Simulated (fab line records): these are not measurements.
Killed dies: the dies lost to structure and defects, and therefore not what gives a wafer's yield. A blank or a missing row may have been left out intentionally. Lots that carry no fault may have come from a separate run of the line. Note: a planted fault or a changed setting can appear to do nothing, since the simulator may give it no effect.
fab line records	flow nandHarc
record lots=5	wafers=15	lastDay=25
route steps=1159 shown A_STAIRCASE@686 END@1159
lots untouched by any fault: they come from a run of this same line in which no faults occurred
startH: hours from the record's opening day to when the first of the lot's shown wafers began	waitH: hours elapsed since this lot's preceding step	" same as the row above	L1.1+2: a single row standing in for several wafers	- no value, or no start given	* or withheld: withheld	< > ~ a bound
route shown NAME@n: NAME is a module with steps in the file, n the number in the route of the first one	usual: mean/standard deviation taken from wafers without a fault	same: alike in all rows	chamber/n: place in a boat	sites: per-site readings	_std_site: the standard deviation of these	_edge_site: outer sites' mean less inner sites'	radiusMm: how far each site lies from the wafer's centre	mask NAME#n: copy n	behind: tool/chamber where the wafer was last shaped	hold: cause of the lot's hold/its duration in hours/its outcome	device: which transistor (n, p or np) failed to switch	end of line: at the end of the route, the tests of the same wafers	a step with no rows: only its recipe	killed: the dies lost at the first sort to structure and to defects; this is not the yield of the wafer	map: per-die view of a wafer (x killed, . not killed, _ where there is no die)
set.NAME: setting as actually run; set.NAME@STEP: the setting as run at that earlier step	model.NAME: the simulator's own value behind a step, which no gauge read
certain route steps with their lots: each step a table, each wafer a row
services: when a tool's chamber went out of use (startH, in hours from the record's first day, below 0 if earlier), for how many hours, and the reason
## steps
# step NHARC_A_STAIRCASE_HARDBAKE_311
# recipe tempC=120	timeS=140
# step NHARC_A_STAIRCASE_DESCUM_312
# recipe timeS=3	o2FlowSccm=200	arFlowSccm=0	biasPowerW=0	chemistry=O2
# usual drypumpMotorCurrentA=5.9/0.47	oesProductAu=0.998/0.0087	rfVppV=57.8/0.81	showerheadPlenumPTorr=1.90/0.057	throttleValvePct=11.312/0.009
lot.wafer	tool	chamber	startH	waitH	drypumpMotorCurrentA	oesProductAu	rfHoursCounterH	rfVppV	showerheadPlenumPTorr	throttleValvePct
L363.2	rieDiel-10	1	280.60	-	6.7	0.983	35	57.3	1.85	11.291
L363.5	"	1	"	"	6.7	0.993	-	57.0	1.85	11.316
L363.6	"	2	"	"	6.2	1.005	-	59.3	1.96	11.313
L368.2	rieDiel-06	3	283.98	-	6.1	0.997	17	58.0	1.95	11.312
L368.4	"	0	"	"	6.2	1.013	16	58.7	1.95	11.306
L368.6	"	3	"	"	6.1	0.995	-	59.0	1.95	11.308
L384.4	rieDiel-06	1	381.64	-	5.7	1.006	50	58.3	1.89	11.317
L384.3	"	2	"	"	5.4	1.000	49	58.0	1.85	11.312
L384.5	"	0	"	"	6.2	1.004	-	57.8	1.94	11.306
L385.1	rieDiel-06	2	385.74	-	5.4	1.006	51	56.3	1.85	11.316
L385.3	"	3	"	"	6.1	1.008	55	57.4	1.94	11.312
L385.2	"	1	"	"	5.8	1.008	51	58.7	1.89	11.316
L386.1	rieDiel-06	1	408.01	-	5.8	0.987	59	57.6	1.89	11.315
L386.3	"	3	"	"	6.1	1.010	63	57.6	1.94	11.308
L386.4	"	0	"	"	6.2	0.990	64	58.5	1.94	11.322
# step NHARC_A_STAIRCASE_ETCH_313
# recipe cf4FlowSccm=100	chf3FlowSccm=30	arFlowSccm=0	rfW=500	biasW=200	chemistry=CF4/CHF3
# step NHARC_A_STAIRCASE_HM_OPEN_463
# recipe o2FlowSccm=400	cosFlowSccm=20	arFlowSccm=0	rfW=500	biasW=300	chemistry=O2/COS
# usual cosFlowSccm=19.99/0.06	drypumpMotorCurrentA=5.9/0.46	oesProductAu=0.999/0.0078	rfVppV=466.7/2	showerheadPlenumPTorr=3.10/0.084	throttleValvePct=28.330/0.0098
lot.wafer	tool	chamber	startH	waitH	cosFlowSccm	drypumpMotorCurrentA	oesProductAu	rfHoursCounterH	rfVppV	showerheadPlenumPTorr	throttleValvePct
L363.2	rieDiel-10	0	-	-	19.84	5.5	1.002	38	469.6	3.22	28.343
L363.5	"	0	"	"	20.02	5.4	1.003	-	469.4	3.22	28.346
L363.6	"	1	"	"	20.00	6.7	0.998	-	465.0	3.03	28.324
L368.4	rieDiel-06	2	-	-	19.99	5.4	1.001	16	464.9	3.04	28.339
L368.2	"	0	"	"	19.96	6.2	1.006	16	468.3	3.18	28.332
L368.6	"	3	"	"	19.92	6.1	1.001	-	466.0	3.19	28.332
L384.4	rieDiel-06	2	-	-	19.97	5.5	1.000	49	465.3	3.02	28.342
L384.3	"	0	"	"	20.04	6.2	0.996	55	466.6	3.16	28.329
L384.5	"	3	"	"	20.05	6.2	1.009	-	469.2	3.17	28.326
L385.2	rieDiel-06	2	-	-	19.96	5.4	0.991	51	464.1	3.02	28.327
L385.3	"	3	"	"	20.05	6.1	0.998	56	469.6	3.17	28.311
L385.1	"	0	"	"	19.99	6.2	1.000	56	468.0	3.16	28.325
L386.1	rieDiel-06	0	-	-	20.08	6.2	1.010	64	468.2	3.16	28.332
L386.3	"	1	"	"	20.07	5.7	1.013	59	464.9	3.09	28.331
L386.4	"	2	"	"	20.06	5.4	1.003	59	464.7	3.02	28.322
# step NHARC_A_STAIRCASE_STRIP_464
# recipe o2FlowSccm=400	cosFlowSccm=20	arFlowSccm=0	biasW=0	chemistry=O2/COS
# step NHARC_A_STAIRCASE_ETCH_453
# recipe targetDepthA=300	overetchA=30	timeS=16.5	ionEnergyEv=100	cf4FlowSccm=80	o2FlowSccm=20	arFlowSccm=0	rfW=300	biasW=100	chemistry=CF4/O2
# usual drypumpMotorCurrentA=5.9/0.47	oesProductAu=0.999/0.0085	rfVppV=197.6/1.1	showerheadPlenumPTorr=1.33/0.038	throttleValvePct=13.398/0.009
lot.wafer	tool	chamber	startH	waitH	drypumpMotorCurrentA	oesProductAu	rfHoursCounterH	rfVppV	showerheadPlenumPTorr	throttleValvePct
L363.2	rieDiel-10	3	-	-	5.2	0.985	39	196.4	1.28	13.409
L363.6	"	0	"	"	5.4	1.012	-	198.2	1.38	13.385
L363.5	"	1	"	"	6.7	1.002	-	198.0	1.29	13.390
L368.2	rieDiel-06	3	-	-	6.1	1.004	17	197.9	1.36	13.406
L368.4	"	2	"	"	5.4	0.999	16	197.6	1.30	13.399
L368.6	"	0	"	"	6.2	1.008	-	198.7	1.36	13.386
L384.3	rieDiel-06	2	-	-	5.4	1.005	49	197.2	1.29	13.383
L384.4	"	0	"	"	6.2	0.999	55	198.9	1.35	13.401
L384.5	"	2	"	"	5.4	0.994	-	196.2	1.29	13.393
L385.2	rieDiel-06	0	-	-	6.2	1.000	56	197.5	1.35	13.395
L385.3	"	1	"	"	5.7	0.995	51	197.9	1.32	13.402
L385.1	"	3	"	"	6.1	1.005	56	198.3	1.35	13.399
L386.3	rieDiel-06	0	-	-	6.2	1.003	64	197.2	1.35	13.378
L386.4	"	1	"	"	5.7	1.014	59	198.0	1.32	13.395
L386.1	"	2	"	"	5.4	1.013	59	196.3	1.29	13.390
# step NHARC_A_STAIRCASE_ETCH_315
# recipe targetDepthA=25000	timeS=607.1	ionEnergyEv=800	c4f8FlowSccm=80	o2FlowSccm=60	arFlowSccm=withheld	rfW=600	biasW=3000	chemistry=C4F8/O2/Ar
# step NHARC_A_STAIRCASE_STRIP_316
# recipe o2FlowSccm=500	arFlowSccm=0	biasW=0	chemistry=O2
# usual drypumpMotorCurrentA=5.9/0.47	oesProductAu=0.999/0.0086	rfVppV=57.7/0.82	showerheadPlenumPTorr=3.50/0.095	throttleValvePct=17.037/0.0095
lot.wafer	tool	chamber	startH	waitH	drypumpMotorCurrentA	oesProductAu	rfHoursCounterH	rfVppV	showerheadPlenumPTorr	throttleValvePct
L363.2	rieDiel-10	1	-	-	6.7	1.008	36	57.8	3.42	17.053
L363.5	"	0	"	"	5.5	1.009	-	57.3	3.63	17.037
L363.6	"	1	"	"	6.7	1.004	-	58.9	3.42	17.046
L368.4	rieDiel-06	2	-	-	5.5	1.002	16	57.6	3.44	17.032
L368.2	"	0	"	"	6.2	1.011	16	57.3	3.59	17.045
L368.6	"	1	"	"	5.8	0.998	-	58.4	3.52	17.034
L384.3	rieDiel-06	1	-	-	5.7	1.003	51	58.2	3.50	17.046
L384.4	"	3	"	"	6.1	1.001	55	57.3	3.58	17.035
L384.5	"	1	"	"	5.7	1.003	-	59.5	3.50	17.041
L385.1	rieDiel-06	2	-	-	5.4	1.000	51	58.7	3.42	17.027
L385.2	"	0	"	"	6.2	0.995	56	57.6	3.57	17.056
L385.3	"	1	"	"	5.7	1.007	52	59.2	3.50	17.023
L386.3	rieDiel-06	3	-	-	6.2	1.015	64	58.8	3.57	17.043
L386.1	"	0	"	"	6.2	0.997	64	57.2	3.57	17.027
L386.4	"	1	"	"	5.7	0.999	60	57.1	3.49	17.027
# step NHARC_A_STAIRCASE_STRIP_317
# recipe timeS=900	tempC=130	chemistry=SPM
# step NHARC_A_STAIRCASE_PRECLEAN_318
# recipe timeS=*	tempC=50	bathAgeMin=0	chemistry=SC1
# step NHARC_A_STAIRCASE_SRD_329
# step NHARC_A_STAIRCASE_ALD_415
# recipe targetThkA=300	pulseTimeS=6	aldCycles=300	tempC=300	material=SiO2
# usual aldCycles=300/0	heaterPowerW=482/35	precursorPulseHeightRel=1.001/0.022
lot.wafer	tool	chamber	startH	waitH	aldCycles	heaterPowerW	precursorPulseHeightRel
L363.2	aldHk-01	1	287.91	5.4	300	531	0.999
L363.6	"	3	"	"	300	469	1.032
L363.5	"	0	"	"	300	454	1.006
L368.4	aldHk-03	1	290.30	4.5	300	506	1.055
L368.2	"	3	"	"	300	512	1.020
L368.6	"	1	"	"	300	499	0.998
L384.3	aldHk-03	2	383.62	0.1	300	469	1.002
L384.4	"	1	"	"	368	500	0.998
L384.5	"	3	"	"	300	544	0.988
L385.1	aldHk-02	2	387.59	0.1	300	520	1.005
L385.3	"	3	"	"	300	447	0.989
L385.2	"	1	"	"	300	432	1.002
L386.4	aldHk-02	0	411.25	1.4	300	455	0.978
L386.3	"	2	"	"	300	535	1.009
L386.1	"	3	"	"	300	449	1.014
# step NHARC_A_STAIRCASE_ETCHBACK_416
# recipe targetDepthA=360	timeS=7.2	c4f8FlowSccm=withheld	o2FlowSccm=8	arFlowSccm=withheld	rfW=600	biasW=800	chemistry=C4F8/O2/Ar
# usual oesProductAu=0.935/0.028	rfVppV=722/3.3
lot.wafer	tool	chamber	startH	waitH	oesProductAu	rfHoursCounterH	rfVppV
L363.2	rieDiel-10	3	-	-	0.925	39	718
L363.5	"	3	"	"	0.930	-	718
L363.6	"	0	"	"	0.930	-	727
L368.4	rieDiel-10	3	293.79	3.0	0.924	40	719
L368.2	"	0	"	"	0.928	40	727
L368.6	"	2	"	"	0.939	-	725
L384.4	rieDiel-06	2	-	-	0.922	51	721
L384.3	"	3	"	"	0.920	55	724
L384.5	"	0	"	"	0.917	-	726
L385.1	rieDiel-10	0	-	-	0.942	10	725
L385.2	"	2	"	"	0.934	8	724
L385.3	"	3	"	"	0.909	10	720
L386.3	rieDiel-10	1	414.71	2.1	0.930	12	719
L386.1	"	3	"	"	0.915	14	717
L386.4	"	1	"	"	0.927	-	720
# step NHARC_END_SORT_01
# recipe tempC=25
# usual killedAtArray=29/11	killedAtOther=0.5/0.8	killedAtPeriphery=3.5/2.8	killedDies=33/12	killedOpen=3.1/1.8	killedShort=1.8/1.4
# same grossDies=677
lot.wafer	tool	chamber	startH	waitH	killedAtArray	killedAtOther	killedAtPeriphery	killedDies	killedOpen	killedShort
L384.4	prober-01	0	586.95	3.4	634	1	3	638	0	0
# killed by level:class
L384.4 A_STAIRCASE:areaAld=612 A_CHANNEL_HOLE_D1:chamberFilmFlake=13 A_CONTACT:chamberFilmFlake=5 P_GATE:chamberFilmFlake=2 A_STAIRCASE:chamberFilmFlake=2 P_ZERO_WELL:chamberFilmFlake=1 A_ZERO_WELL:chamberFilmFlake=1 A_SLIT:chamberFilmFlake=1
# map L384.4 (x killed, . not)
____________x____________
_________xxxxxxx_________
_______xxxxxxxxxxx_______
______xxxxxxxxxxxxx______
_____xxxxxxxxxxxxxxx_____
____xxxxxxxxxxxxxxxxx____
____xxxxxxxxxxxxxxxxx____
___xxxxxxxxxxxxxxxxxxx___
___xxxxxxxxxxxxxxxxxxx___
__xxxxxxxxxxxxxxxxxxxxx__
__xxxxxxxxxxxxxxxxxxxxx__
_xxxxxxxxxxx.x.xxxxxxxxx_
_xxxxxxxxxxxx.xxx.xxxxxx_
_xxxxxxxxxxxx.x.x.xxxxxx_
_xxxxxxxxx.xxxxxxxxxxxxx_
_xxxxxxx.xxx..x.x.xxxxxx_
xxxxxxxxxx..xxx.xxxxxxxxx
xxxxxxxxx.xxxxxxxxxx.xxxx
xxxxxxxxxx.x.xxxxxxxxxxxx
xxxxxxxxxxx.xxx.xxxxxxxxx
xxxxxxxx.xxxx.x.xx.xxxxxx
_xxxxxxxxxxxx...xxxxxxxx_
_xxxxxxxx.x.xx.xxxxxxxxx_
_xxxxxxxxxxx..x.xxxxxxxx_
_xxxxxxxxxxxxxxxxxxxxxxx_
_xxxxxxx.x.xxxxxxxxxxxxx_
__xxxxxxxxxxxxxxxxxxxxx__
__xxxxxxxxxxxxxxxxx.xxx__
___xxxxxxxxxxxxxxxxxxx___
___xxxxxxxxxxxxxxxxxxx___
____xxxxxxxxxxxxxxxxx____
____xxxxxxxxxxxx.xxxx____
_____xxxxxxxxxxxxxxx_____
______xxxxxxxxxxxxx______
_______xxxxxxxxxxx_______
_________xxxxxxx_________
____________x____________
# map L368.2 (x killed, . not)
____________.____________
_________.....x._________
_______.......x..._______
______.............______
_____..............._____
____.................____
____................x____
___..................x___
___...................___
__....................x__
__..........x..........__
_......................._
_......................._
_..........x............_
_......................._
_......................._
.........................
.........................
.........................
....x..............x.....
x........................
_......................._
_......................._
_........x..........x..x_
_.................x....._
_......................._
__............x........__
__..................x..__
___.......x...........___
___...................___
____.................____
____............xx...____
_____.......x...x..._____
______.............______
_______..........._______
_________......._________
____________.____________
## services
tool	chamber	startH	hours	kind
rieDiel-06	0	274.74	-	clean
rieDiel-06	1	274.74	-	clean
rieDiel-06	2	274.74	-	clean
rieDiel-06	3	274.74	-	clean
rieDiel-06	0	299.24	-	clean
rieDiel-06	1	299.24	-	clean
rieDiel-06	2	299.24	-	clean
rieDiel-06	3	299.24	-	clean
aldHk-02	-	320.77	0.9	repair
rieDiel-06	0	323.84	-	clean
rieDiel-06	1	323.84	-	clean
rieDiel-06	2	323.84	-	clean
rieDiel-06	3	323.84	-	clean
rieDiel-06	0	348.35	-	clean
rieDiel-06	1	348.35	-	clean
rieDiel-06	2	348.35	-	clean
rieDiel-06	3	348.35	-	clean
rieDiel-10	-	353.50	9.0	pm
aldHk-03	-	358.40	1.3	repair
rieDiel-06	0	372.85	-	clean
rieDiel-06	1	372.85	-	clean
rieDiel-10	3	398.31	5.8	repair
rieDiel-10	1	399.69	8.5	repair
aldHk-01	-	407.08	10.0	pm
## key
firstSign step=NHARC_A_STAIRCASE_ALD_415	reading=aldCycles	direction=up	sigmas=99+	usual=300	struck=368
effect step=NHARC_END_SORT_01	reading=killedAtArray	direction=up	sigmas=53	usual=29	struck=634
moreKillsBornAt NHARC_A_STAIRCASE_ALD_415@aldHk-03=612
metAt NHARC_A_STAIRCASE_ALD_415
struckWafers L384.4
laterRowsLeftOut L384.4
testerLeftOut L384
onsetBetween 290.30 383.62
fault kind=processParameterDrift	tool=aldHk-03	chamber=-	onsetH=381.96	steps=NHARC_A_STAIRCASE_ALD_415	channel=aldCycles	offset=68	shape=step	endH=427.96	scope=struckWafersOnly	actsIn=theseRecipesOnly	stated=300
# testerLeftOut: of these lots the tester's yield and bins aren't shown, on N5 and GAA mostly nor the transistor test; their killed dies are dies lost to structure and defects alone, not to doping, threshold or leakage, so they don't give the yield
# laterRowsLeftOut: the simulator's readings of these wafers behind a module that went badly wrong aren't trusted and aren't shown, but for the sort
